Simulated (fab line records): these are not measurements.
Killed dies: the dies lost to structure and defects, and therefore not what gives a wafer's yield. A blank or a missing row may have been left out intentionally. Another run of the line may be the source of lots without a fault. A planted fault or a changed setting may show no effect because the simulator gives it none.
fab line records :: flow nand-harc :: part 2 of 2: steps 24 to 29 of 29
record:
  lots: 5
  wafers: 15
  last-day: 33
route steps=1302 shown A_STAIRCASE@649
lots with no fault: from the same line, run without faults
start-h: start of the lot's first displayed wafer, in hours after the record's first day :: wait-h: hours elapsed since this lot's preceding step :: " unchanged from the row above :: L1.1+2: a single row standing in for several wafers :: - value missing, or start not given :: * or withheld: withheld :: < > ~ a bound
route shown NAME@n: names a module that has steps shown in the file, with the first one's number in the route :: usual: mean/standard deviation of fault-free wafers :: same: alike in all rows :: chamber/n: place in a boat :: sites: readings site by site :: _std_site: their standard deviation :: _edge_site: outer sites' mean less inner sites' :: radius-mm: for every site, how far away it sits from the centre of the wafer :: mask NAME#n: copy n :: behind: the last tool/chamber to shape the wafer :: hold: what put the lot on hold/how long, in hours/how the hold closed :: device: the transistor (n, p or np) that didn't switch :: end of line: the route-end tests of the same wafers :: where a step has no rows: the recipe by itself :: killed: the dies lost at the first sort to structure and to defects; this is not the yield of the wafer :: map: a wafer's dies, marking killed ones x, the rest . and places with no die _
set.NAME: the setting as run; set.NAME@STEP: as run at that earlier step :: model.NAME: the simulator's own value behind a step, which no gauge read
lots at selected steps of the route; one table per step, one row per wafer
services: a tool's chamber out of use, with start hour (start-h, from the record's first day; less than 0 if before it), hours out, and reason
== steps ==
step: NHARC_A_STAIRCASE_ETCH_17
recipe:
  target-depth-a: 1000
  time-s: 40.5
  ion-energy-ev: 400
  c4f8-flow-sccm: 20
  o2-flow-sccm: 10
  ar-flow-sccm: withheld
  rf-w: 600
  bias-w: 1000
  chemistry: C4F8/O2
usual:
  oes-product-au: 0.941/0.011
  rf-vpp-V: 897/6.3
same:
  time-s: 40.5
lot.wafer: L077.2
tool: rie-diel-08
chamber: 2
start-h: -
wait-h: -
oes-product-au: 0.948
rf-hours-counter-h: 1
rf-vpp-V: 907

lot.wafer: L077.4
tool: rie-diel-08
chamber: 3
start-h: -
wait-h: -
oes-product-au: 0.937
rf-hours-counter-h: 2
rf-vpp-V: 891

lot.wafer: L077.6
tool: rie-diel-08
chamber: 1
start-h: -
wait-h: -
oes-product-au: 0.941
rf-hours-counter-h: -
rf-vpp-V: 905

lot.wafer: L079.1
tool: rie-diel-09
chamber: 1
start-h: -
wait-h: -
oes-product-au: 0.951
rf-hours-counter-h: 25
rf-vpp-V: 902

lot.wafer: L079.5
tool: rie-diel-09
chamber: 0
start-h: -
wait-h: -
oes-product-au: 0.955
rf-hours-counter-h: -
rf-vpp-V: 888

lot.wafer: L079.6
tool: rie-diel-09
chamber: 1
start-h: -
wait-h: -
oes-product-au: 0.958
rf-hours-counter-h: -
rf-vpp-V: 903

lot.wafer: L089.3
tool: rie-diel-08
chamber: 0
start-h: -
wait-h: -
oes-product-au: 0.948
rf-hours-counter-h: 46
rf-vpp-V: 896

lot.wafer: L089.2
tool: rie-diel-08
chamber: 1
start-h: -
wait-h: -
oes-product-au: 0.941
rf-hours-counter-h: 41
rf-vpp-V: 903

lot.wafer: L089.6
tool: rie-diel-08
chamber: 0
start-h: -
wait-h: -
oes-product-au: 0.942
rf-hours-counter-h: -
rf-vpp-V: 896

lot.wafer: L091.1
tool: rie-diel-05
chamber: 1
start-h: -
wait-h: -
oes-product-au: 0.924
rf-hours-counter-h: 40
rf-vpp-V: 891

lot.wafer: L091.4
tool: rie-diel-05
chamber: 2
start-h: -
wait-h: -
oes-product-au: 0.929
rf-hours-counter-h: 40
rf-vpp-V: 890

lot.wafer: L091.5
tool: rie-diel-05
chamber: 1
start-h: -
wait-h: -
oes-product-au: 0.935
rf-hours-counter-h: -
rf-vpp-V: 892

lot.wafer: L096.3
tool: rie-diel-08
chamber: 2
start-h: -
wait-h: -
oes-product-au: 0.948
rf-hours-counter-h: 4
rf-vpp-V: 905

lot.wafer: L096.2
tool: rie-diel-08
chamber: 0
start-h: -
wait-h: -
oes-product-au: 0.936
rf-hours-counter-h: 5
rf-vpp-V: 897

lot.wafer: L096.5
tool: rie-diel-08
chamber: 1
start-h: -
wait-h: -
oes-product-au: 0.946
rf-hours-counter-h: -
rf-vpp-V: 904
step: NHARC_A_STAIRCASE_TRIM_18
recipe:
  time-s: 211.2
  o2-flow-sccm: 500
  ar-flow-sccm: 0
  bias-w: 0
  chemistry: O2
usual:
  drypump-motor-current-A: 6.19/0.24
  oes-product-au: 0.999/0.0091
  rf-vpp-V: 57.8/0.89
  showerhead-plenum-p-Torr: 3.55/0.17
  throttle-valve-pct: 17.036/0.0088
same:
  time-s: 211.2
lot.wafer: L077.4
tool: rie-diel-08
chamber: 3
start-h: -
wait-h: -
drypump-motor-current-A: 6.29
oes-product-au: 1.004
rf-hours-counter-h: 2
rf-vpp-V: 57.0
showerhead-plenum-p-Torr: 3.40
throttle-valve-pct: 17.037

lot.wafer: L077.2
tool: rie-diel-08
chamber: 2
start-h: -
wait-h: -
drypump-motor-current-A: 6.34
oes-product-au: 1.003
rf-hours-counter-h: 1
rf-vpp-V: 58.0
showerhead-plenum-p-Torr: 3.81
throttle-valve-pct: 17.039

lot.wafer: L077.6
tool: rie-diel-08
chamber: 3
start-h: -
wait-h: -
drypump-motor-current-A: 6.30
oes-product-au: 1.001
rf-hours-counter-h: -
rf-vpp-V: 57.1
showerhead-plenum-p-Torr: 3.40
throttle-valve-pct: 17.038

lot.wafer: L079.1
tool: rie-diel-09
chamber: 1
start-h: -
wait-h: -
drypump-motor-current-A: 5.54
oes-product-au: 1.001
rf-hours-counter-h: 25
rf-vpp-V: 58.7
showerhead-plenum-p-Torr: 3.73
throttle-valve-pct: 17.037

lot.wafer: L079.5
tool: rie-diel-09
chamber: 0
start-h: -
wait-h: -
drypump-motor-current-A: 6.44
oes-product-au: 1.000
rf-hours-counter-h: -
rf-vpp-V: 56.9
showerhead-plenum-p-Torr: 3.35
throttle-valve-pct: 17.044

lot.wafer: L079.6
tool: rie-diel-09
chamber: 1
start-h: -
wait-h: -
drypump-motor-current-A: 5.55
oes-product-au: 0.999
rf-hours-counter-h: -
rf-vpp-V: 58.7
showerhead-plenum-p-Torr: 3.73
throttle-valve-pct: 17.032

lot.wafer: L089.3
tool: rie-diel-08
chamber: 0
start-h: -
wait-h: -
drypump-motor-current-A: 6.43
oes-product-au: 1.003
rf-hours-counter-h: 46
rf-vpp-V: 58.5
showerhead-plenum-p-Torr: 3.54
throttle-valve-pct: 17.026

lot.wafer: L089.2
tool: rie-diel-08
chamber: 1
start-h: -
wait-h: -
drypump-motor-current-A: 5.93
oes-product-au: 1.001
rf-hours-counter-h: 41
rf-vpp-V: 57.7
showerhead-plenum-p-Torr: 3.75
throttle-valve-pct: 17.034

lot.wafer: L089.6
tool: rie-diel-08
chamber: 2
start-h: -
wait-h: -
drypump-motor-current-A: 6.35
oes-product-au: 0.999
rf-hours-counter-h: -
rf-vpp-V: 58.1
showerhead-plenum-p-Torr: 3.78
throttle-valve-pct: 17.036

lot.wafer: L091.1
tool: rie-diel-05
chamber: 2
start-h: -
wait-h: -
drypump-motor-current-A: 6.12
oes-product-au: 1.006
rf-hours-counter-h: 40
rf-vpp-V: 57.6
showerhead-plenum-p-Torr: 3.36
throttle-valve-pct: 17.042

lot.wafer: L091.4
tool: rie-diel-05
chamber: 1
start-h: -
wait-h: -
drypump-motor-current-A: 6.04
oes-product-au: 0.999
rf-hours-counter-h: 40
rf-vpp-V: 57.6
showerhead-plenum-p-Torr: 3.42
throttle-valve-pct: 17.036

lot.wafer: L091.5
tool: rie-diel-05
chamber: 2
start-h: -
wait-h: -
drypump-motor-current-A: 6.12
oes-product-au: 0.995
rf-hours-counter-h: -
rf-vpp-V: 57.1
showerhead-plenum-p-Torr: 3.36
throttle-valve-pct: 17.043

lot.wafer: L096.3
tool: rie-diel-08
chamber: 0
start-h: -
wait-h: -
drypump-motor-current-A: 6.40
oes-product-au: 1.002
rf-hours-counter-h: 5
rf-vpp-V: 57.4
showerhead-plenum-p-Torr: 3.53
throttle-valve-pct: 17.046

lot.wafer: L096.2
tool: rie-diel-08
chamber: 2
start-h: -
wait-h: -
drypump-motor-current-A: 6.32
oes-product-au: 1.002
rf-hours-counter-h: 4
rf-vpp-V: 56.9
showerhead-plenum-p-Torr: 3.78
throttle-valve-pct: 17.037

lot.wafer: L096.5
tool: rie-diel-08
chamber: 1
start-h: -
wait-h: -
drypump-motor-current-A: 5.92
oes-product-au: 1.015
rf-hours-counter-h: -
rf-vpp-V: 58.0
showerhead-plenum-p-Torr: 3.74
throttle-valve-pct: 17.040
step: NHARC_A_STAIRCASE_ETCH_19
recipe:
  target-depth-a: 1000
  time-s: 40.5
  ion-energy-ev: 400
  c4f8-flow-sccm: 20
  o2-flow-sccm: 10
  ar-flow-sccm: withheld
  rf-w: 600
  bias-w: 1000
  chemistry: C4F8/O2
usual:
  oes-product-au: 0.943/0.011
  rf-vpp-V: 897/6.4
same:
  time-s: 40.5
lot.wafer: L077.4
tool: rie-diel-08
chamber: 3
start-h: -
wait-h: -
oes-product-au: 0.942
rf-hours-counter-h: 2
rf-vpp-V: 892

lot.wafer: L077.2
tool: rie-diel-08
chamber: 0
start-h: -
wait-h: -
oes-product-au: 0.940
rf-hours-counter-h: 2
rf-vpp-V: 897

lot.wafer: L077.6
tool: rie-diel-08
chamber: 2
start-h: -
wait-h: -
oes-product-au: 0.961
rf-hours-counter-h: -
rf-vpp-V: 905

lot.wafer: L079.1
tool: rie-diel-09
chamber: 0
start-h: -
wait-h: -
oes-product-au: 0.944
rf-hours-counter-h: 25
rf-vpp-V: 888

lot.wafer: L079.6
tool: rie-diel-09
chamber: 1
start-h: -
wait-h: -
oes-product-au: 0.951
rf-hours-counter-h: -
rf-vpp-V: 903

lot.wafer: L079.5
tool: rie-diel-09
chamber: 2
start-h: -
wait-h: -
oes-product-au: 0.943
rf-hours-counter-h: -
rf-vpp-V: 890

lot.wafer: L089.2
tool: rie-diel-08
chamber: 3
start-h: -
wait-h: -
oes-product-au: 0.935
rf-hours-counter-h: 38
rf-vpp-V: 891

lot.wafer: L089.3
tool: rie-diel-08
chamber: 2
start-h: -
wait-h: -
oes-product-au: 0.941
rf-hours-counter-h: 43
rf-vpp-V: 905

lot.wafer: L089.6
tool: rie-diel-08
chamber: 0
start-h: -
wait-h: -
oes-product-au: 0.965
rf-hours-counter-h: -
rf-vpp-V: 896

lot.wafer: L091.1
tool: rie-diel-05
chamber: 0
start-h: -
wait-h: -
oes-product-au: 0.964
rf-hours-counter-h: 31
rf-vpp-V: 893

lot.wafer: L091.4
tool: rie-diel-05
chamber: 1
start-h: -
wait-h: -
oes-product-au: 0.943
rf-hours-counter-h: 40
rf-vpp-V: 893

lot.wafer: L091.5
tool: rie-diel-05
chamber: 0
start-h: -
wait-h: -
oes-product-au: 0.969
rf-hours-counter-h: -
rf-vpp-V: 894

lot.wafer: L096.3
tool: rie-diel-08
chamber: 2
start-h: -
wait-h: -
oes-product-au: 0.947
rf-hours-counter-h: 4
rf-vpp-V: 906

lot.wafer: L096.2
tool: rie-diel-08
chamber: 3
start-h: -
wait-h: -
oes-product-au: 0.948
rf-hours-counter-h: 5
rf-vpp-V: 890

lot.wafer: L096.5
tool: rie-diel-08
chamber: 1
start-h: -
wait-h: -
oes-product-au: 0.952
rf-hours-counter-h: -
rf-vpp-V: 902
step: NHARC_A_STAIRCASE_TRIM_20
recipe:
  time-s: 211.2
  o2-flow-sccm: 500
  ar-flow-sccm: 0
  bias-w: 0
  chemistry: O2
usual:
  drypump-motor-current-A: 6.14/0.26
  oes-product-au: 1.000/0.0082
  rf-vpp-V: 57.9/0.88
  showerhead-plenum-p-Torr: 3.52/0.17
  throttle-valve-pct: 17.037/0.0094
same:
  time-s: 211.2
lot.wafer: L077.2
tool: rie-diel-08
chamber: 2
start-h: 389.17
wait-h: 0.1
drypump-motor-current-A: 6.31
oes-product-au: 1.016
rf-hours-counter-h: 1
rf-vpp-V: 58.5
showerhead-plenum-p-Torr: 3.81
throttle-valve-pct: 17.023

lot.wafer: L077.4
tool: rie-diel-08
chamber: 3
start-h: 389.17
wait-h: 0.1
drypump-motor-current-A: 6.30
oes-product-au: 0.998
rf-hours-counter-h: 2
rf-vpp-V: 58.2
showerhead-plenum-p-Torr: 3.40
throttle-valve-pct: 17.046

lot.wafer: L077.6
tool: rie-diel-08
chamber: 3
start-h: 389.17
wait-h: 0.1
drypump-motor-current-A: 6.31
oes-product-au: 0.994
rf-hours-counter-h: -
rf-vpp-V: 57.0
showerhead-plenum-p-Torr: 3.40
throttle-valve-pct: 17.029

lot.wafer: L079.1
tool: rie-diel-09
chamber: 2
start-h: 406.92
wait-h: 0.1
drypump-motor-current-A: 6.27
oes-product-au: 1.000
rf-hours-counter-h: 27
rf-vpp-V: 57.9
showerhead-plenum-p-Torr: 3.37
throttle-valve-pct: 17.048

lot.wafer: L079.6
tool: rie-diel-09
chamber: 3
start-h: 406.92
wait-h: 0.1
drypump-motor-current-A: 6.00
oes-product-au: 1.008
rf-hours-counter-h: -
rf-vpp-V: 58.2
showerhead-plenum-p-Torr: 3.66
throttle-valve-pct: 17.039

lot.wafer: L079.5
tool: rie-diel-09
chamber: 0
start-h: 406.92
wait-h: 0.1
drypump-motor-current-A: 6.45
oes-product-au: 1.010
rf-hours-counter-h: -
rf-vpp-V: 57.5
showerhead-plenum-p-Torr: 3.35
throttle-valve-pct: 17.055

lot.wafer: L089.3
tool: rie-diel-08
chamber: 1
start-h: 506.67
wait-h: 0.1
drypump-motor-current-A: 5.94
oes-product-au: 1.007
rf-hours-counter-h: 42
rf-vpp-V: 58.3
showerhead-plenum-p-Torr: 3.75
throttle-valve-pct: 17.035

lot.wafer: L089.2
tool: rie-diel-08
chamber: 3
start-h: 506.67
wait-h: 0.1
drypump-motor-current-A: 6.28
oes-product-au: 0.992
rf-hours-counter-h: 38
rf-vpp-V: 58.2
showerhead-plenum-p-Torr: 3.38
throttle-valve-pct: 17.032

lot.wafer: L089.6
tool: rie-diel-08
chamber: 1
start-h: 506.67
wait-h: 0.1
drypump-motor-current-A: 5.94
oes-product-au: 1.002
rf-hours-counter-h: -
rf-vpp-V: 58.7
showerhead-plenum-p-Torr: 3.75
throttle-valve-pct: 17.050

lot.wafer: L091.4
tool: rie-diel-08
chamber: 3
start-h: 526.80
wait-h: 0.1
drypump-motor-current-A: 6.28
oes-product-au: 0.985
rf-hours-counter-h: 44
rf-vpp-V: 57.5
showerhead-plenum-p-Torr: 3.38
throttle-valve-pct: 17.032

lot.wafer: L091.1
tool: rie-diel-08
chamber: 0
start-h: 526.80
wait-h: 0.1
drypump-motor-current-A: 6.40
oes-product-au: 1.003
rf-hours-counter-h: 52
rf-vpp-V: 57.7
showerhead-plenum-p-Torr: 3.53
throttle-valve-pct: 17.042

lot.wafer: L091.5
tool: rie-diel-08
chamber: 2
start-h: 526.80
wait-h: 0.1
drypump-motor-current-A: 6.31
oes-product-au: 0.994
rf-hours-counter-h: -
rf-vpp-V: 59.3
showerhead-plenum-p-Torr: 3.78
throttle-valve-pct: 17.044

lot.wafer: L096.2
tool: rie-diel-05
chamber: 2
start-h: 574.14
wait-h: 0.1
drypump-motor-current-A: 6.12
oes-product-au: 1.006
rf-hours-counter-h: 54
rf-vpp-V: 57.3
showerhead-plenum-p-Torr: 3.35
throttle-valve-pct: 17.040

lot.wafer: L096.3
tool: rie-diel-05
chamber: 0
start-h: 574.14
wait-h: 0.1
drypump-motor-current-A: 5.82
oes-product-au: 1.014
rf-hours-counter-h: 46
rf-vpp-V: 58.2
showerhead-plenum-p-Torr: 3.44
throttle-valve-pct: 17.043

lot.wafer: L096.5
tool: rie-diel-05
chamber: 3
start-h: 574.14
wait-h: 0.1
drypump-motor-current-A: 6.42
oes-product-au: 1.000
rf-hours-counter-h: -
rf-vpp-V: 58.5
showerhead-plenum-p-Torr: 3.78
throttle-valve-pct: 17.031
step: NHARC_A_STAIRCASE_ETCH_21
recipe:
  target-depth-a: 1000
  time-s: 40.5
  ion-energy-ev: 400
  c4f8-flow-sccm: 20
  o2-flow-sccm: 10
  ar-flow-sccm: withheld
  rf-w: 600
  bias-w: 1000
  chemistry: C4F8/O2
usual:
  oes-product-au: 0.950/0.018
  rf-vpp-V: 896/6.4
same:
  time-s: 40.5
lot.wafer: L077.4
tool: rie-diel-08
chamber: 3
start-h: -
wait-h: -
oes-product-au: 0.935
rf-hours-counter-h: 2
rf-vpp-V: 890

lot.wafer: L077.2
tool: rie-diel-08
chamber: 0
start-h: -
wait-h: -
oes-product-au: 0.952
rf-hours-counter-h: 2
rf-vpp-V: 898

lot.wafer: L077.6
tool: rie-diel-08
chamber: 2
start-h: -
wait-h: -
oes-product-au: 0.947
rf-hours-counter-h: -
rf-vpp-V: 905

lot.wafer: L079.1
tool: rie-diel-09
chamber: 3
start-h: -
wait-h: -
oes-product-au: 0.944
rf-hours-counter-h: 26
rf-vpp-V: 902

lot.wafer: L079.5
tool: rie-diel-09
chamber: 2
start-h: -
wait-h: -
oes-product-au: 0.953
rf-hours-counter-h: -
rf-vpp-V: 891

lot.wafer: L079.6
tool: rie-diel-09
chamber: 3
start-h: -
wait-h: -
oes-product-au: 0.951
rf-hours-counter-h: -
rf-vpp-V: 902

lot.wafer: L089.2
tool: rie-diel-08
chamber: 2
start-h: -
wait-h: -
oes-product-au: 0.937
rf-hours-counter-h: 43
rf-vpp-V: 906

lot.wafer: L089.3
tool: rie-diel-08
chamber: 3
start-h: -
wait-h: -
oes-product-au: 0.945
rf-hours-counter-h: 38
rf-vpp-V: 892

lot.wafer: L089.6
tool: rie-diel-08
chamber: 2
start-h: -
wait-h: -
oes-product-au: 0.945
rf-hours-counter-h: -
rf-vpp-V: 903

lot.wafer: L091.4
tool: rie-diel-08
chamber: 2
start-h: -
wait-h: -
oes-product-au: 0.920
rf-hours-counter-h: 49
rf-vpp-V: 904

lot.wafer: L091.1
tool: rie-diel-08
chamber: 1
start-h: -
wait-h: -
oes-product-au: 0.933
rf-hours-counter-h: 48
rf-vpp-V: 903

lot.wafer: L091.5
tool: rie-diel-08
chamber: 3
start-h: -
wait-h: -
oes-product-au: 0.926
rf-hours-counter-h: -
rf-vpp-V: 891

lot.wafer: L096.2
tool: rie-diel-05
chamber: 3
start-h: -
wait-h: -
oes-product-au: 0.937
rf-hours-counter-h: 57
rf-vpp-V: 906

lot.wafer: L096.3
tool: rie-diel-05
chamber: 1
start-h: -
wait-h: -
oes-product-au: 0.959
rf-hours-counter-h: 53
rf-vpp-V: 892

lot.wafer: L096.5
tool: rie-diel-05
chamber: 2
start-h: -
wait-h: -
oes-product-au: 0.941
rf-hours-counter-h: -
rf-vpp-V: 889
step: NHARC_A_STAIRCASE_TRIM_22
recipe:
  time-s: 211.2
  o2-flow-sccm: 500
  ar-flow-sccm: 0
  bias-w: 0
  chemistry: O2
usual:
  drypump-motor-current-A: 6.13/0.27
  oes-product-au: 1.000/0.0085
  rf-vpp-V: 57.8/0.86
  showerhead-plenum-p-Torr: 3.52/0.17
  throttle-valve-pct: 17.036/0.0089
same:
  time-s: 211.2
lot.wafer: L077.4
tool: rie-diel-08
chamber: 2
start-h: -
wait-h: -
drypump-motor-current-A: 6.33
oes-product-au: 1.005
rf-hours-counter-h: 1
rf-vpp-V: 58.1
showerhead-plenum-p-Torr: 3.81
throttle-valve-pct: 17.041

lot.wafer: L077.2
tool: rie-diel-08
chamber: 3
start-h: -
wait-h: -
drypump-motor-current-A: 6.29
oes-product-au: 0.988
rf-hours-counter-h: 2
rf-vpp-V: 56.5
showerhead-plenum-p-Torr: 3.40
throttle-valve-pct: 17.025

lot.wafer: L077.6
tool: rie-diel-08
chamber: 2
start-h: -
wait-h: -
drypump-motor-current-A: 6.35
oes-product-au: 1.017
rf-hours-counter-h: -
rf-vpp-V: 57.8
showerhead-plenum-p-Torr: 3.81
throttle-valve-pct: 17.028

lot.wafer: L079.1
tool: rie-diel-09
chamber: 0
start-h: -
wait-h: -
drypump-motor-current-A: 6.41
oes-product-au: 1.002
rf-hours-counter-h: 25
rf-vpp-V: 57.3
showerhead-plenum-p-Torr: 3.35
throttle-valve-pct: 17.041

lot.wafer: L079.6
tool: rie-diel-09
chamber: 2
start-h: -
wait-h: -
drypump-motor-current-A: 6.29
oes-product-au: 1.000
rf-hours-counter-h: -
rf-vpp-V: 57.7
showerhead-plenum-p-Torr: 3.37
throttle-valve-pct: 17.029

lot.wafer: L079.5
tool: rie-diel-09
chamber: 3
start-h: -
wait-h: -
drypump-motor-current-A: 6.02
oes-product-au: 1.016
rf-hours-counter-h: -
rf-vpp-V: 58.5
showerhead-plenum-p-Torr: 3.66
throttle-valve-pct: 17.031

lot.wafer: L089.3
tool: rie-diel-08
chamber: 0
start-h: -
wait-h: -
drypump-motor-current-A: 6.45
oes-product-au: 0.997
rf-hours-counter-h: 47
rf-vpp-V: 58.2
showerhead-plenum-p-Torr: 3.54
throttle-valve-pct: 17.040

lot.wafer: L089.2
tool: rie-diel-08
chamber: 1
start-h: -
wait-h: -
drypump-motor-current-A: 5.92
oes-product-au: 1.012
rf-hours-counter-h: 42
rf-vpp-V: 59.2
showerhead-plenum-p-Torr: 3.75
throttle-valve-pct: 17.027

lot.wafer: L089.6
tool: rie-diel-08
chamber: 0
start-h: -
wait-h: -
drypump-motor-current-A: 6.46
oes-product-au: 1.002
rf-hours-counter-h: -
rf-vpp-V: 58.2
showerhead-plenum-p-Torr: 3.54
throttle-valve-pct: 17.036

lot.wafer: L091.1
tool: rie-diel-08
chamber: 1
start-h: -
wait-h: -
drypump-motor-current-A: 5.93
oes-product-au: 1.001
rf-hours-counter-h: 48
rf-vpp-V: 59.1
showerhead-plenum-p-Torr: 3.74
throttle-valve-pct: 17.030

lot.wafer: L091.4
tool: rie-diel-08
chamber: 2
start-h: -
wait-h: -
drypump-motor-current-A: 6.37
oes-product-au: 0.991
rf-hours-counter-h: 49
rf-vpp-V: 59.4
showerhead-plenum-p-Torr: 3.78
throttle-valve-pct: 17.033

lot.wafer: L091.5
tool: rie-diel-08
chamber: 0
start-h: -
wait-h: -
drypump-motor-current-A: 6.45
oes-product-au: 1.007
rf-hours-counter-h: -
rf-vpp-V: 58.3
showerhead-plenum-p-Torr: 3.53
throttle-valve-pct: 17.038

lot.wafer: L096.2
tool: rie-diel-05
chamber: 3
start-h: -
wait-h: -
drypump-motor-current-A: 6.39
oes-product-au: 0.995
rf-hours-counter-h: 57
rf-vpp-V: 59.4
showerhead-plenum-p-Torr: 3.78
throttle-valve-pct: 17.037

lot.wafer: L096.3
tool: rie-diel-05
chamber: 2
start-h: -
wait-h: -
drypump-motor-current-A: 6.14
oes-product-au: 0.993
rf-hours-counter-h: 55
rf-vpp-V: 57.2
showerhead-plenum-p-Torr: 3.35
throttle-valve-pct: 17.045

lot.wafer: L096.5
tool: rie-diel-05
chamber: 3
start-h: -
wait-h: -
drypump-motor-current-A: 6.40
oes-product-au: 0.998
rf-hours-counter-h: -
rf-vpp-V: 58.8
showerhead-plenum-p-Torr: 3.78
throttle-valve-pct: 17.051
== services ==
tool: wet-bench-07
chamber: -
start-h: 362.78
hours: 26.9
kind: repair

tool: wet-bench-06
chamber: -
start-h: 369.60
hours: 8.0
kind: pm

tool: rie-diel-08
chamber: -
start-h: 370.21
hours: 9.0
kind: pm

tool: litho-track-02
chamber: -
start-h: 402.00
hours: 7.0
kind: pm

tool: wet-bench-04
chamber: -
start-h: 403.21
hours: 8.0
kind: pm

tool: rie-diel-05
chamber: -
start-h: 406.94
hours: 9.0
kind: pm

tool: rie-diel-08
chamber: 3
start-h: 412.08
hours: 4.3
kind: repair

tool: litho-track-07
chamber: -
start-h: 426.00
hours: 7.0
kind: pm

tool: rie-diel-05
chamber: 1
start-h: 427.45
hours: 4.4
kind: repair

tool: rie-diel-05
chamber: 0
start-h: 450.35
hours: 27.5
kind: repair

tool: krf-scanner-01
chamber: -
start-h: 464.67
hours: 1.4
kind: repair

tool: litho-track-05
chamber: -
start-h: 474.00
hours: 7.0
kind: pm

tool: wet-bench-07
chamber: -
start-h: 480.33
hours: 2.7
kind: repair

tool: krf-scanner-01
chamber: -
start-h: 484.00
hours: 4.0
kind: pm

tool: rie-diel-08
chamber: 1
start-h: 488.52
hours: 14.4
kind: repair

tool: rie-diel-09
chamber: -
start-h: 498.03
hours: 9.0
kind: pm

tool: wet-bench-06
chamber: -
start-h: 504.98
hours: 86.9
kind: repair

tool: wet-bench-07
chamber: -
start-h: 512.00
hours: 8.0
kind: pm

tool: plasma-asher-01
chamber: -
start-h: 519.15
hours: 9.0
kind: pm

tool: rie-diel-09
chamber: 1
start-h: 527.53
hours: 4.6
kind: repair

tool: plasma-asher-01
chamber: -
start-h: 529.12
hours: 5.2
kind: repair

tool: krf-scanner-01
chamber: -
start-h: 541.13
hours: 0.6
kind: repair

tool: krf-scanner-01
chamber: -
start-h: 542.47
hours: 0.8
kind: repair

tool: rie-diel-08
chamber: -
start-h: 547.21
hours: 9.0
kind: pm
